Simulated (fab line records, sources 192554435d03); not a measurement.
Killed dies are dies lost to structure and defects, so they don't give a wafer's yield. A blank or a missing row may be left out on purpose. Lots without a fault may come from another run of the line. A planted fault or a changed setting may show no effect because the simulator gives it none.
A struck lot beside a sound one | flow n5_finfet | 38 steps out of a route of 1938
Sound: wafers L203.3, L203.5, L203.6. Struck: wafer L208.5. (L208.1, L208.6 of the same lot were not struck and are left out.) The cause comes at the end.
At each step with rows: each side's tool, then ch and its chambers, then its first start. Under that, the readings that differ: sound wafers | struck wafers | difference of the means | sigmas: that difference in standard deviations of wafers without a fault.
alike: readings whose means differ by less than 2 such deviations, and words and numbers that are the same on both sides. not compared: withheld readings, readings that some wafer has no value for, bounds like >300 that may hide the same value, and numbers for which the record gives no deviation and whose values overlap.
The two part at a step that has a row with sigmas, a row that says differs or no value, or rows on one side only. Numbers that don't overlap but have no deviation are shown without sigmas and don't part them. A reading that every wafer of one side lacks parts them only if that side has two wafers or more.

first, 9 steps without rows for these wafers: N5_BEOL_M3_ANNEAL_95 (time 240 s); N5_BEOL_M3_SPUTTER_96 (material Cu, target thk 4.5 nm, time 8.29 s); N5_BEOL_M3_ECD_50 (material Cu, target thk 300 nm); N5_BEOL_M3_ANNEAL_51 (time 90 s); N5_BEOL_M3_CMP_52 (polishes, stops on SiOC, t overpolish 6.8 s, target thk 40 nm); N5_BEOL_M3_PRE_CLEAN_60 (time 15 s); N5_BEOL_M3_CO_CAP_55 (material Co, precursor CCTBA/H2, target thk 2 nm, time 102.1 s); N5_BEOL_M3_PRE_CLEAN_56 (time 15 s); N5_BEOL_M3_DEP_57 (deposits SiCN from 3MS/NH3, target thk 8 nm, time 14 s).
N5_BEOL_M4_ILD_DEP_00: deposits SiOC from DEMS/O2, target thk 79 nm, time 15.3 s.
  sound on pecvd-03 ch 0,2, day 10 07:13; struck on pecvd-03 ch 0, day 11 13:02
  reading                                      | sound        | struck | difference | sigmas
  model.SiOC_of_BEOL_M4_ILD_DEP_00.thk_nm (nm) | 78.4 78.8 80 | 88     | +9         |
  alike: heater_power_w, rf_fwd_power_W, showerhead_plenum_p_Torr, throttle_valve_pct
N5_BEOL_M4_THK_MEAS_01:
  sound on film_metro-01, day 10 07:17; struck on film_metro-01, day 11 13:05
  reading         | sound          | struck | difference | sigmas
  M4_ILD_THK (nm) | 78.4 78.8 80.0 | 88.0   | +8.9       | +7
then, 24 steps without rows for these wafers: N5_BEOL_M4_PECVD_72 (deposits SiO2 from TEOS/O2, target thk 16 nm, time 18 s); N5_BEOL_M4_HM_DEP_02 (deposits TiN, target thk 20 nm); N5_BEOL_M4_COAT_61 (time 60 s, resist thk 60 nm); N5_BEOL_M4_COAT_62 (time 60 s, resist thk 12 nm); N5_BEOL_M4_COAT_73 (time 60 s, resist thk 5 nm); N5_BEOL_M4_COAT_05 (resist thk 30 nm); N5_BEOL_M4_EBR_07; N5_BEOL_M4_SOFTBAKE_06 (time 60 s); N5_BEOL_M4_EXPOSE_08 (exposes mask M4); N5_BEOL_M4_PEB_09 (peb time 60 s); N5_BEOL_M4_DEVELOP_10 (develop time 30 s); N5_BEOL_M4_DESCUM_16 (chemistry O2, time 7 s); N5_BEOL_M4_ETCH_74 (etches underlayer in N2/H2, target depth 6.5 nm, time 5.2 s); N5_BEOL_M4_ETCH_63 (etches SiARC in CF4, target depth 15.6 nm, time 26 s); N5_BEOL_M4_ETCH_64 (etches SOC in N2/H2, target depth 75 nm, overetch 22.5 nm, time 121.9 s); N5_BEOL_M4_STRIP_65 (strips in N2/H2); N5_BEOL_M4_STRIP_75 (strips in N2/H2); N5_BEOL_M4_STRIP_66 (strips in CF4); N5_BEOL_M4_HM_OPEN_17 (chemistry Cl2/BCl3, target TiN, target depth 20 nm, overetch 6 nm); N5_BEOL_M4_STRIP_19 (strips in O2); N5_BEOL_M4_COAT_67 (time 60 s, resist thk 60 nm); N5_BEOL_M4_COAT_68 (time 60 s, resist thk 12 nm); N5_BEOL_M4_COAT_76 (time 60 s, resist thk 5 nm); N5_BEOL_M4_COAT_22 (resist thk 30 nm).
N5_BEOL_M4_CMP_52: polishes, stops on SiOC, t overpolish 6.8 s, target thk 40 nm.
  sound on cmp-01 ch 0,3, day 10 18:29; struck on cmp-01 ch 3, day 12 17:46
  reading                                      | sound        | struck | difference | sigmas
  model.SiOC_of_BEOL_M4_ILD_DEP_00.thk_nm (nm) | 75.4 75.8 77 | 85     | +9         |
  alike: motor_current_A
  not compared: pad_life_wafers
N5_BEOL_M4_RC_MEAS_101:
  sound on prober-02 ch 0, day 10 19:25; struck on prober-01 ch 0, day 12 18:26
  reading       | sound       | struck | difference | sigmas
  ION_N (uA/um) | 681 680 683 | 656    | -25        | -2
  alike: DIBL_N, DIBL_P, IOFF_N, IOFF_P, ION_P, SS_N, SS_P, VT_N, VT_P
then, 1 step without rows for these wafers: N5_PASSIVATION_PROBE_49.

WHERE THEY PART
First at N5_BEOL_M4_THK_MEAS_01; last, within this record, at N5_BEOL_M4_RC_MEAS_101.

WHY: what the simulator had put in
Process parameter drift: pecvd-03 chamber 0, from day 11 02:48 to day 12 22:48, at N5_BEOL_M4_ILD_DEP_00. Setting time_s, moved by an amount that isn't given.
